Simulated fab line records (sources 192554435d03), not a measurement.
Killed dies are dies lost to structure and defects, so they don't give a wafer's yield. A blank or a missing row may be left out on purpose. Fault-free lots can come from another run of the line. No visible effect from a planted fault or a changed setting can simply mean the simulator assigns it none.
8D (eight disciplines) problem report, filled in by code ; flow n5Finfet ; the parts of the form that need people (team, actions taken, sign-off) are left out

## 1. WHAT IS WRONG
At N5_PASSIVATION_PROBE_49, killedAtFrontEnd averages 169 over 4 wafers from 3 lots, while fault-free wafers read 37, standard deviation 11. Relative to the usual mean, that is a shift of +12 standard deviations.
First seen on wafer L971.2, day 14 20:13, on prober-01. The record has a number at this step for 8 wafers belonging to 3 lots. Rule for "out", or "out of limits": more than 4 standard deviations from the usual mean. All remaining wafers that have a number are taken as sound.

## 2. WHAT IT IS AND WHAT IT IS NOT
question;is;is not
which readings at this step;killedAtFrontEnd, defectLimitedYield, killedDies, sort_bin_5_function, sortNPass, sortYieldPct;killed_at_M4_up, killedAtContacts, killedAtOther, killedOpen, sort_bin_4_leakage, sort_bin_8_speed
which lots;L970, L971, L972;-
which wafers of those lots;L970.4, L970.5, L971.2, L972.3;L971.3, L971.5, L972.4, L972.6
read on which tools;prober-01, prober-02;-
when;from day 14 20:13;"up to then (0 sound wafers); but 4 sound wafers of L971, L972 came after"

## 3. WHAT RULES OUT EACH SUSPECT
Counting: if a tool at a process step up to the reading ran every lot that is out, it stays a suspect. Sound lots after the first of them don't rule it out here, since some wafers of a struck lot are sound.
- rieMetal-02 at N5_GATE_CUT_ETCHBACK_00 (etches W in SF6/Cl2): kept. It ran every lot that is out, first L970 (day 6 16:52).
- At N5_GATE_CUT_ETCHBACK_00 on rieMetal-02, chamber 1 took the sound wafers of the same lots and chamber 0 took the wafers that are out.
The count leaves rieMetal-02 at N5_GATE_CUT_ETCHBACK_00.

## 4. THE CAUSE (what the simulator had put in)
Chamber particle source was rieMetal-02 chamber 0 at N5_GATE_CUT_ETCHBACK_00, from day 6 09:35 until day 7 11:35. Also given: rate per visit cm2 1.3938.
The count eliminated every tool but this one.

## 5. SEQUENCE OF EFFECTS, ordered by route
Each row: a reading whose mean over the struck wafers that have a number lies more than 3 standard deviations from the usual. Scope: only readings with a usual standard deviation given in the record; hours: median across lots of the time from each lot's start at the first step in this table that gives one to its start at this step; sigmas: change in usual standard deviations.
hours;step;reading;usual;on struck wafers;change;sigmas
0;N5_PASSIVATION_PROBE_49;defectLimitedYield;91.4 %;80.3;-11.1;-7.4
0;N5_PASSIVATION_PROBE_49;killedAtFrontEnd;37;169;+132;+12
0;N5_PASSIVATION_PROBE_49;killedDies;102;232;+130;+7.2
0;N5_PASSIVATION_PROBE_49;sort_bin_5_function;5.0 %;12.3;+7.3;+7.5
0;N5_PASSIVATION_PROBE_49;sortNPass;1078;948;-130;-6.9
0;N5_PASSIVATION_PROBE_49;sortYieldPct;91.3 %;80.3;-11.0;-6.9
It contains these process steps:
- N5_PASSIVATION_PROBE_49

## 6. WHAT WOULD HAVE CAUGHT IT SOONER
In this record no reading fell out of limits until day 14 20:13, 203 hours after the fault had begun at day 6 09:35.
Tool readings at N5_GATE_CUT_ETCHBACK_00 with a usual standard deviation given in the record: none out on any struck wafer, hence no alarm at a limit of 4 standard deviations on them.
The start of N5_GATE_CUT_ETCHBACK_00 on rieMetal-02 came by day 14 20:13 for every one of the lots that are out (3). Holding the tool at that point would not have protected any of them.
